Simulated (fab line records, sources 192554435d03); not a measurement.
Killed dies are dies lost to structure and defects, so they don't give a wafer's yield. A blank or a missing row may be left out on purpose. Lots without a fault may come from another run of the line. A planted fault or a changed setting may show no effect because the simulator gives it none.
Which tool did it? | flow n5_finfet | 10 lots, 30 wafers sampled, at 5 steps of a route of 1938

WHAT THE GAUGES READ, wafer by wafer
N5_BEOL_M14_CD_MEAS_10: target cd 250 nm.
lot  | measured     | on        | cd_nm (nm)
L863 | day 10 14:07 | cd_sem-02 | 248.1 248.7 248.0
L866 | day 11 16:08 | cd_sem-02 | 251.4 251.6 253.7
L865 | day 11 17:11 | cd_sem-02 | 251.5 247.4 250.0
L868 | day 11 21:31 | cd_sem-01 | 248.1 246.7 248.7
L869 | day 12 03:02 | cd_sem-02 | 251.6 248.1 251.1
L870 | day 12 10:50 | cd_sem-02 | 250.2 252.5 250.7
L875 | day 14 17:37 | cd_sem-02 | 253.1 253.1 252.9
L881 | day 15 22:20 | cd_sem-01 | 237.7 237.9 235.2
L884 | day 16 01:25 | cd_sem-03 | 248.2 250.0 249.0
L883 | day 16 14:01 | cd_sem-01 | 239.9 238.4 240.7

WHICH TOOL RAN EACH LOT (tool, then ch and the chambers of the sampled wafers, then the start)
lot  | N5_BEOL_M13_ETCH_38                | N5_BEOL_M13_PRE_CLEAN_42     | N5_BEOL_M13_DEP_53              | N5_BEOL_M14_EXPOSE_07
L863 | rie_diel-04 ch 0,3, day 10 11:06   | pvd_sputter-03, day 10 11:52 | pecvd-01 ch 0, day 10 13:16     | krf_scanner-02 ch 0, day 10 13:56
L866 | rie_diel-04 ch 1,2,3, day 11 13:44 | pvd_sputter-03, day 11 14:09 | pecvd-01 ch 0,1,2, day 11 15:18 | krf_scanner-02 ch 0, day 11 15:58
L865 | rie_diel-04 ch 1,3, day 11 13:55   | pvd_sputter-03, day 11 15:14 | pecvd-01 ch 0,2, day 11 16:22   | krf_scanner-01 ch 0, day 11 17:01
L868 | rie_diel-04 ch 2,3, day 11 16:58   | pvd_sputter-01, day 11 19:38 | pecvd-04 ch 0,2, day 11 20:46   | krf_scanner-02 ch 0, day 11 21:21
L869 | rie_diel-04 ch 1,3, day 12 00:25   | pvd_sputter-02, day 12 01:03 | pecvd-01 ch 0,2, day 12 02:17   | krf_scanner-01 ch 0, day 12 02:52
L870 | rie_diel-04 ch 0,3, day 12 08:16   | pvd_sputter-01, day 12 08:56 | pecvd-04 ch 0,1,2, day 12 10:05 | krf_scanner-02 ch 0, day 12 10:40
L875 | rie_diel-03 ch 0,2, day 14 15:21   | pvd_sputter-01, day 14 15:37 | pecvd-01 ch 1,2, day 14 16:52   | krf_scanner-01 ch 0, day 14 17:26
L881 | rie_diel-05 ch 0,3, day 15 20:05   | pvd_sputter-03, day 15 20:34 | pecvd-01 ch 0,1,2, day 15 21:43 | krf_scanner-02 ch 0, day 15 22:10
L884 | rie_diel-03 ch 1,2,3, day 15 23:04 | pvd_sputter-02, day 15 23:32 | pecvd-03 ch 0,1,2, day 16 00:40 | krf_scanner-01 ch 0, day 16 01:14
L883 | rie_diel-03 ch 0,1,3, day 16 11:37 | pvd_sputter-02, day 16 12:08 | pecvd-03 ch 0,2, day 16 13:16   | krf_scanner-02 ch 0, day 16 13:50
- N5_BEOL_M13_ETCH_38: etches SiCN in CF4/N2, target depth 67.5 nm, time 71.9 s.
- N5_BEOL_M13_PRE_CLEAN_42: time 30 s.
- N5_BEOL_M13_DEP_53: deposits SiCN from 3MS/NH3, target thk 50 nm, time 17.8 s.
- N5_BEOL_M14_EXPOSE_07: exposes mask V13.

WHAT THE TOOLS THEMSELVES READ (means of the sampled wafers that have a number; where no wafer has one, the mark that the record gives instead)
N5_BEOL_M13_ETCH_38.
lot  | tool        | drypump_motor_current_A (A) | oes_product_au (a.u.) | rf_vpp_V (V) | showerhead_plenum_p_Torr (Torr) | throttle_valve_pct (%)
L863 | rie_diel-04 | 5.98                        | 0.72                  | 381.8        | 2.17                            | 15.71
L866 | rie_diel-04 | 5.95                        | 0.80                  | 382.6        | 2.23                            | 15.39
L865 | rie_diel-04 | 6.13                        | 0.76                  | 380.7        | 2.18                            | 15.61
L868 | rie_diel-04 | 6.02                        | 0.77                  | 382.3        | 2.25                            | 15.58
L869 | rie_diel-04 | 6.07                        | 0.78                  | 380.7        | 2.16                            | 15.42
L870 | rie_diel-04 | 6.01                        | 0.71                  | 382.6        | 2.16                            | 15.73
L875 | rie_diel-03 | 6.08                        | 0.70                  | 382.6        | 2.21                            | 15.73
L881 | rie_diel-05 | 5.88                        | 0.83                  | 381.0        | 2.14                            | 15.57
L884 | rie_diel-03 | 5.72                        | 0.77                  | 382.6        | 2.23                            | 15.51
L883 | rie_diel-03 | 5.87                        | 0.75                  | 382.2        | 2.20                            | 15.57

N5_BEOL_M13_PRE_CLEAN_42.
lot  | tool           | heater_power_w (W)
L863 | pvd_sputter-03 | 313
L866 | pvd_sputter-03 | 328
L865 | pvd_sputter-03 | 334
L868 | pvd_sputter-01 | 284
L869 | pvd_sputter-02 | 290
L870 | pvd_sputter-01 | 292
L875 | pvd_sputter-01 | 299
L881 | pvd_sputter-03 | 313
L884 | pvd_sputter-02 | 325
L883 | pvd_sputter-02 | 319

N5_BEOL_M13_DEP_53.
lot  | tool     | showerhead_plenum_p_Torr (Torr) | throttle_valve_pct (%)
L863 | pecvd-01 | 4.151                           | 18.1
L866 | pecvd-01 | 4.155                           | 18.0
L865 | pecvd-01 | 4.154                           | 17.6
L868 | pecvd-04 | 4.161                           | 17.6
L869 | pecvd-01 | 4.153                           | 17.7
L870 | pecvd-04 | 4.157                           | 18.4
L875 | pecvd-01 | 4.147                           | 18.6
L881 | pecvd-01 | 4.152                           | 18.2
L884 | pecvd-03 | 4.178                           | 18.8
L883 | pecvd-03 | 4.178                           | 18.5

N5_BEOL_M14_EXPOSE_07.
lot  | tool           | exposure_dose_mJ_cm2 | focus_offset_nm (nm)
L863 | krf_scanner-02 | 57.02                | -0.3
L866 | krf_scanner-02 | 57.06                | -0.2
L865 | krf_scanner-01 | 56.99                | 0.0
L868 | krf_scanner-02 | 56.96                | 0.4
L869 | krf_scanner-01 | 56.96                | 0.2
L870 | krf_scanner-02 | 56.98                | 0.6
L875 | krf_scanner-01 | 56.94                | 0.1
L881 | krf_scanner-02 | 53.00                | -0.4
L884 | krf_scanner-01 | 56.98                | -0.5
L883 | krf_scanner-02 | 53.74                | -0.6

THE ANSWER, worked out from the rows above alone
Rule: what is usual is taken from the lots themselves. Put in order of their means at a reading, lots are off if they are a third of the lots or fewer, leave a main group of 4 or more, and stand apart from it by a gap of 3 or more times the standard deviation of the main group's means; of several such gaps the widest counts. A main group whose means are all the same, to the digits that the tables above print for the reading, isn't used. A lot without any number at a reading at which 4 lots or more have one is off too. The other lots that the step has rows for count as sound. The gauges are gone through in route order, then the tools' own readings, and for those a lot's mean is taken as printed above. The first step at which some lot is off is used, and at that step the reading that is off furthest; a lot without a number counts as furthest.
Off: L881, L883, at N5_BEOL_M14_CD_MEAS_10 (cd_nm). The main group: mean 250.2 nm, standard deviation 1.7.
A tool fits if, at a process step before that reading, it ran every lot that is off, and no sound lot after the first of them. The gauges at N5_BEOL_M14_CD_MEAS_10 aren't tried: what is off there is off at N5_BEOL_M14_EXPOSE_07 too, on other tools, and a gauge's error can't cause that. One fits: krf_scanner-02 at N5_BEOL_M14_EXPOSE_07. Its last sound lot is L870 (day 12 10:40), its first lot that is off L881 (day 15 22:10): a fault that began between those two fits.
The tool's own readings at N5_BEOL_M14_EXPOSE_07 bear it out: on the lots that are off they differ by more than 5 times the standard deviation of the sound lots' means. exposure_dose_mJ_cm2 reads 53.37 there against 56.99 on the sound lots.

WHAT THE SIMULATOR HAD PUT IN
Process parameter drift: krf_scanner-02, from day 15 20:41 on, at N5_BEOL_M14_EXPOSE_07. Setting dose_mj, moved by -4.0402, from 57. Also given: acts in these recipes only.
Lots struck among those shown: L881, L883. The rule above found the same.
